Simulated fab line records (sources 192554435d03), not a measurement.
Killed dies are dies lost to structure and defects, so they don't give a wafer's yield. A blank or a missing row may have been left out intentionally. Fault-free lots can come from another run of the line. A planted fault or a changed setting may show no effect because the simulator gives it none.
Chamber matching || flow n5 finfet || pecvd-04 running N5_BEOL_M10_PECVD_70: 3 sister chambers
The step deposits SiO2 from TEOS/O2, target thk 20 nm, time 22.7 s. 20 wafers are shown with their chamber, then 10 later ones without.

WAFERS PAIRED WITH THEIR CHAMBERS
{"wafer": "L076.1", "chamber": 1, "throttle valve pct (%)": 21.3, "showerhead plenum p Torr (Torr)": 8.79, "heater power w (W)": 708}
{"wafer": "L076.2", "chamber": 0, "throttle valve pct (%)": 23.0, "showerhead plenum p Torr (Torr)": 8.83, "heater power w (W)": 711}
{"wafer": "L076.3", "chamber": 2, "throttle valve pct (%)": 23.0, "showerhead plenum p Torr (Torr)": 8.71, "heater power w (W)": 813}
{"wafer": "L076.4", "chamber": 0, "throttle valve pct (%)": 22.9, "showerhead plenum p Torr (Torr)": 8.84, "heater power w (W)": 739}
{"wafer": "L076.5", "chamber": 1, "throttle valve pct (%)": 21.4, "showerhead plenum p Torr (Torr)": 8.77, "heater power w (W)": 723}
{"wafer": "L076.6", "chamber": 2, "throttle valve pct (%)": 23.5, "showerhead plenum p Torr (Torr)": 8.73, "heater power w (W)": 802}
{"wafer": "L075.1", "chamber": 0, "throttle valve pct (%)": 23.1, "showerhead plenum p Torr (Torr)": 8.84, "heater power w (W)": 675}
{"wafer": "L075.4", "chamber": 1, "throttle valve pct (%)": 21.3, "showerhead plenum p Torr (Torr)": 8.79, "heater power w (W)": 679}
{"wafer": "L075.5", "chamber": 0, "throttle valve pct (%)": 23.0, "showerhead plenum p Torr (Torr)": 8.84, "heater power w (W)": 699}
{"wafer": "L078.1", "chamber": 2, "throttle valve pct (%)": 23.5, "showerhead plenum p Torr (Torr)": 8.74, "heater power w (W)": 816}
{"wafer": "L078.4", "chamber": 2, "throttle valve pct (%)": 23.1, "showerhead plenum p Torr (Torr)": 8.73, "heater power w (W)": 806}
{"wafer": "L078.6", "chamber": 1, "throttle valve pct (%)": 21.2, "showerhead plenum p Torr (Torr)": 8.79, "heater power w (W)": 660}
{"wafer": "L083.1", "chamber": 1, "throttle valve pct (%)": 21.3, "showerhead plenum p Torr (Torr)": 8.78, "heater power w (W)": 682}
{"wafer": "L083.4", "chamber": 1, "throttle valve pct (%)": 21.4, "showerhead plenum p Torr (Torr)": 8.79, "heater power w (W)": 669}
{"wafer": "L083.6", "chamber": 0, "throttle valve pct (%)": 23.0, "showerhead plenum p Torr (Torr)": 8.83, "heater power w (W)": 607}
{"wafer": "L086.1", "chamber": 0, "throttle valve pct (%)": 22.9, "showerhead plenum p Torr (Torr)": 8.82, "heater power w (W)": 663}
{"wafer": "L086.4", "chamber": 2, "throttle valve pct (%)": 23.4, "showerhead plenum p Torr (Torr)": 8.74, "heater power w (W)": 735}
{"wafer": "L086.5", "chamber": 0, "throttle valve pct (%)": 23.0, "showerhead plenum p Torr (Torr)": 8.85, "heater power w (W)": 673}
{"wafer": "L089.3", "chamber": 1, "throttle valve pct (%)": 21.3, "showerhead plenum p Torr (Torr)": 8.78, "heater power w (W)": 730}
{"wafer": "L089.4", "chamber": 1, "throttle valve pct (%)": 21.6, "showerhead plenum p Torr (Torr)": 8.81, "heater power w (W)": 727}

SIGNATURES (means of the wafers above)
{"reading": "throttle valve pct", "chamber 0": 22.986, "chamber 1": 21.350, "chamber 2": 23.300, "scatter within a chamber": 0.143}
{"reading": "showerhead plenum p Torr", "chamber 0": 8.8357, "chamber 1": 8.7875, "chamber 2": 8.7300, "scatter within a chamber": 0.0112}
{"reading": "heater power w", "chamber 0": 681.00, "chamber 1": 697.25, "chamber 2": 794.40, "scatter within a chamber": 34.7}
Rule: a wafer lies at a distance from a chamber equal to the root of the sum of squares, over the readings, of (its reading less the chamber's mean, divided by the reading's scatter). If the next closest chamber is less than 2 further off than the closest, the wafer can't be placed; otherwise it belongs to the closest. How the scatter is found: for the shown wafers, subtract from each reading the mean of its chamber, square and add these, divide the total by (wafers less chambers), then take the root.

WAFERS WITHOUT THEIR CHAMBER
{"wafer": "L089.6", "throttle valve pct (%)": 23.5, "showerhead plenum p Torr (Torr)": 8.74, "heater power w (W)": 695}
{"wafer": "L087.4", "throttle valve pct (%)": 21.5, "showerhead plenum p Torr (Torr)": 8.78, "heater power w (W)": 714}
{"wafer": "L087.5", "throttle valve pct (%)": 23.0, "showerhead plenum p Torr (Torr)": 8.72, "heater power w (W)": 720}
{"wafer": "L087.6", "throttle valve pct (%)": 23.2, "showerhead plenum p Torr (Torr)": 8.83, "heater power w (W)": 664}
{"wafer": "L093.2", "throttle valve pct (%)": 22.9, "showerhead plenum p Torr (Torr)": 8.86, "heater power w (W)": 599}
{"wafer": "L093.3", "throttle valve pct (%)": 23.5, "showerhead plenum p Torr (Torr)": 8.72, "heater power w (W)": 789}
{"wafer": "L093.4", "throttle valve pct (%)": 21.4, "showerhead plenum p Torr (Torr)": 8.78, "heater power w (W)": 694}
{"wafer": "L096.2", "throttle valve pct (%)": 23.0, "showerhead plenum p Torr (Torr)": 8.83, "heater power w (W)": 674}
{"wafer": "L096.4", "throttle valve pct (%)": 23.0, "showerhead plenum p Torr (Torr)": 8.86, "heater power w (W)": 700}
{"wafer": "L096.6", "throttle valve pct (%)": 23.1, "showerhead plenum p Torr (Torr)": 8.84, "heater power w (W)": 667}

EACH ONE'S CHAMBER
{"wafer": "L089.6", "from the rows above": 2, "in truth": 2}
{"wafer": "L087.4", "from the rows above": 1, "in truth": 1}
{"wafer": "L087.5", "from the rows above": 2, "in truth": 2}
{"wafer": "L087.6", "from the rows above": 0, "in truth": 0}
{"wafer": "L093.2", "from the rows above": 0, "in truth": 0}
{"wafer": "L093.3", "from the rows above": 2, "in truth": 2}
{"wafer": "L093.4", "from the rows above": 1, "in truth": 1}
{"wafer": "L096.2", "from the rows above": 0, "in truth": 0}
{"wafer": "L096.4", "from the rows above": 0, "in truth": 0}
{"wafer": "L096.6", "from the rows above": 0, "in truth": 0}
Correctly placed: 10 of 10. Not placeable from these rows: 0. Number placed wrongly: 0.
